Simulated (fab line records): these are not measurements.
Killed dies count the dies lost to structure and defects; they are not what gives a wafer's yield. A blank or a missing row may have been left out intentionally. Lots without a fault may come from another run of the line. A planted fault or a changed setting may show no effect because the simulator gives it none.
Matching of chambers || flow n5 finfet || N5_BEOL_M0_SAQP_STRIP_86 on rie diel-01: 3 sister chambers
The step strips in N2/H2. 20 wafers are shown with their chamber, then 6 later ones without.

## WAFERS PAIRED WITH THEIR CHAMBERS
{"wafer": "L074.1", "chamber": 0, "drypump motor current A (A)": 5.6, "showerhead plenum p Torr (Torr)": 3.39, "oes product au (a.u.)": 0.82}
{"wafer": "L074.4", "chamber": 2, "drypump motor current A (A)": 5.2, "showerhead plenum p Torr (Torr)": 3.37, "oes product au (a.u.)": 0.75}
{"wafer": "L074.6", "chamber": 0, "drypump motor current A (A)": 5.6, "showerhead plenum p Torr (Torr)": 3.39, "oes product au (a.u.)": 0.82}
{"wafer": "L077.3", "chamber": 2, "drypump motor current A (A)": 5.2, "showerhead plenum p Torr (Torr)": 3.36, "oes product au (a.u.)": 0.73}
{"wafer": "L077.4", "chamber": 3, "drypump motor current A (A)": 6.4, "showerhead plenum p Torr (Torr)": 3.30, "oes product au (a.u.)": 0.89}
{"wafer": "L077.6", "chamber": 2, "drypump motor current A (A)": 5.2, "showerhead plenum p Torr (Torr)": 3.37, "oes product au (a.u.)": 0.74}
{"wafer": "L079.1", "chamber": 3, "drypump motor current A (A)": 6.4, "showerhead plenum p Torr (Torr)": 3.30, "oes product au (a.u.)": 0.89}
{"wafer": "L079.2", "chamber": 0, "drypump motor current A (A)": 5.6, "showerhead plenum p Torr (Torr)": 3.38, "oes product au (a.u.)": 0.81}
{"wafer": "L079.4", "chamber": 0, "drypump motor current A (A)": 5.6, "showerhead plenum p Torr (Torr)": 3.38, "oes product au (a.u.)": 0.82}
{"wafer": "L082.1", "chamber": 0, "drypump motor current A (A)": 5.6, "showerhead plenum p Torr (Torr)": 3.38, "oes product au (a.u.)": 0.80}
{"wafer": "L082.2", "chamber": 3, "drypump motor current A (A)": 6.4, "showerhead plenum p Torr (Torr)": 3.29, "oes product au (a.u.)": 0.88}
{"wafer": "L082.6", "chamber": 3, "drypump motor current A (A)": 6.5, "showerhead plenum p Torr (Torr)": 3.29, "oes product au (a.u.)": 0.88}
{"wafer": "L086.1", "chamber": 0, "drypump motor current A (A)": 5.6, "showerhead plenum p Torr (Torr)": 3.38, "oes product au (a.u.)": 0.81}
{"wafer": "L086.3", "chamber": 2, "drypump motor current A (A)": 5.2, "showerhead plenum p Torr (Torr)": 3.35, "oes product au (a.u.)": 0.73}
{"wafer": "L086.5", "chamber": 3, "drypump motor current A (A)": 6.5, "showerhead plenum p Torr (Torr)": 3.29, "oes product au (a.u.)": 0.86}
{"wafer": "L087.3", "chamber": 3, "drypump motor current A (A)": 6.5, "showerhead plenum p Torr (Torr)": 3.29, "oes product au (a.u.)": 0.87}
{"wafer": "L087.4", "chamber": 2, "drypump motor current A (A)": 5.2, "showerhead plenum p Torr (Torr)": 3.35, "oes product au (a.u.)": 0.71}
{"wafer": "L087.6", "chamber": 0, "drypump motor current A (A)": 5.6, "showerhead plenum p Torr (Torr)": 3.37, "oes product au (a.u.)": 0.80}
{"wafer": "L091.1", "chamber": 2, "drypump motor current A (A)": 5.2, "showerhead plenum p Torr (Torr)": 3.35, "oes product au (a.u.)": 0.71}
{"wafer": "L091.2", "chamber": 3, "drypump motor current A (A)": 6.4, "showerhead plenum p Torr (Torr)": 3.29, "oes product au (a.u.)": 0.86}

SIGNATURES (averages over the wafers above)
{"reading": "drypump motor current A", "chamber 0": 5.600, "chamber 2": 5.200, "chamber 3": 6.443, "scatter within a chamber": 0.0318}
{"reading": "showerhead plenum p Torr", "chamber 0": 3.3814, "chamber 2": 3.3583, "chamber 3": 3.2929, "scatter within a chamber": 0.00732}
{"reading": "oes product au", "chamber 0": 0.8114, "chamber 2": 0.7283, "chamber 3": 0.8757, "scatter within a chamber": 0.0127}
Rule: a wafer's distance from a chamber is the root of the sum, over the readings, of the square of ((its reading less the chamber's mean) divided by the reading's scatter). The wafer belongs to the nearest chamber; if the next one is less than 2 further off, it can't be placed. The scatter is the square root of a quotient: the sum, over the shown wafers, of each reading's squared deviation from its chamber's mean, divided by wafers minus chambers.

## WAFERS WHOSE CHAMBER IS MISSING
{"wafer": "L091.3", "drypump motor current A (A)": 5.6, "showerhead plenum p Torr (Torr)": 3.37, "oes product au (a.u.)": 0.79}
{"wafer": "L092.3", "drypump motor current A (A)": 5.3, "showerhead plenum p Torr (Torr)": 3.35, "oes product au (a.u.)": 0.71}
{"wafer": "L092.5", "drypump motor current A (A)": 5.6, "showerhead plenum p Torr (Torr)": 3.37, "oes product au (a.u.)": 0.79}
{"wafer": "L095.1", "drypump motor current A (A)": 5.2, "showerhead plenum p Torr (Torr)": 3.34, "oes product au (a.u.)": 0.71}
{"wafer": "L095.3", "drypump motor current A (A)": 5.6, "showerhead plenum p Torr (Torr)": 3.37, "oes product au (a.u.)": 0.80}
{"wafer": "L097.5", "drypump motor current A (A)": 5.3, "showerhead plenum p Torr (Torr)": 3.34, "oes product au (a.u.)": 0.72}

## EACH ONE'S CHAMBER
{"wafer": "L091.3", "from the rows above": 0, "in truth": 0}
{"wafer": "L092.3", "from the rows above": 2, "in truth": 2}
{"wafer": "L092.5", "from the rows above": 0, "in truth": 0}
{"wafer": "L095.1", "from the rows above": 2, "in truth": 2}
{"wafer": "L095.3", "from the rows above": 0, "in truth": 0}
{"wafer": "L097.5", "from the rows above": 2, "in truth": 2}
Correctly placed: 6 of 6. Number that these rows cannot place: 0. Placed wrongly: 0.
